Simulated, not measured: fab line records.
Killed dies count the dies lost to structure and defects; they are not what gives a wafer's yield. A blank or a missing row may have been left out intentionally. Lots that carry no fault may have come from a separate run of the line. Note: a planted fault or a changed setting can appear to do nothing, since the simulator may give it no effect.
Chamber matching | flow n5_finfet | N5_HKMG_FIN_STRIP_93 on rie_diel-01 has 4 sister chambers
The step strips SOC in N2/H2, time 20 s. 14 wafers are shown with their chamber, then 7 later ones without.

## WAFERS PAIRED WITH THEIR CHAMBERS
wafer  | chamber | showerhead_plenum_p_Torr (Torr) | drypump_motor_current_A (A) | throttle_valve_pct (%)
L080.1 | 3       | 3.42                            | 5.3                         | 18.7
L080.2 | 2       | 3.56                            | 5.9                         | 18.6
L080.4 | 2       | 3.56                            | 5.9                         | 18.6
L081.2 | 3       | 3.41                            | 5.3                         | 18.7
L081.3 | 3       | 3.42                            | 5.2                         | 18.7
L081.4 | 2       | 3.56                            | 5.9                         | 18.6
L089.2 | 1       | 3.45                            | 5.3                         | 19.1
L089.3 | 0       | 3.56                            | 5.9                         | 18.4
L089.5 | 1       | 3.45                            | 5.3                         | 19.1
L092.3 | 0       | 3.56                            | 5.9                         | 18.4
L092.4 | 1       | 3.45                            | 5.3                         | 19.1
L092.5 | 0       | 3.56                            | 5.9                         | 18.4
L094.1 | 2       | 3.55                            | 5.9                         | 18.6
L094.2 | 0       | 3.56                            | 5.9                         | 18.5

SIGNATURES (means of the wafers above)
reading                  | chamber 0 | chamber 1 | chamber 2 | chamber 3 | scatter within a chamber
showerhead_plenum_p_Torr | 3.5600    | 3.4500    | 3.5575    | 3.4167    | 0.00376
drypump_motor_current_A  | 5.900     | 5.300     | 5.900     | 5.267     | 0.0258
throttle_valve_pct       | 18.425    | 19.100    | 18.600    | 18.700    | 0.0274
Rule: a wafer's distance from a chamber is the root of the sum, over the readings, of the square of ((its reading less the chamber's mean) divided by the reading's scatter). The wafer belongs to the nearest chamber; if the next one is less than 2 further off, it can't be placed. The scatter is the square root of a quotient: the sum, over the shown wafers, of each reading's squared deviation from its chamber's mean, divided by wafers minus chambers.

## WAFERS WHOSE CHAMBER IS MISSING
wafer  | showerhead_plenum_p_Torr (Torr) | drypump_motor_current_A (A) | throttle_valve_pct (%)
L094.6 | 3.56                            | 5.9                         | 18.4
L096.1 | 3.54                            | 5.9                         | 18.6
L096.2 | 3.44                            | 5.3                         | 19.1
L096.4 | 3.41                            | 5.3                         | 18.7
L097.1 | 3.41                            | 5.3                         | 18.7
L097.2 | 3.54                            | 6.0                         | 18.6
L097.4 | 3.55                            | 5.9                         | 18.5

## EACH ONE'S CHAMBER
wafer  | from the rows above     | in truth
L094.6 | 0                       | 0
L096.1 | 2                       | 2
L096.2 | 1                       | 1
L096.4 | 3                       | 3
L097.1 | 3                       | 3
L097.2 | 2                       | 2
L097.4 | can't be placed: 0 or 2 | 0
Correct placement for 6 of the 7. Can't be placed from these rows: 1 (the true chamber is among the candidates in 1). Wrongly placed: 0.
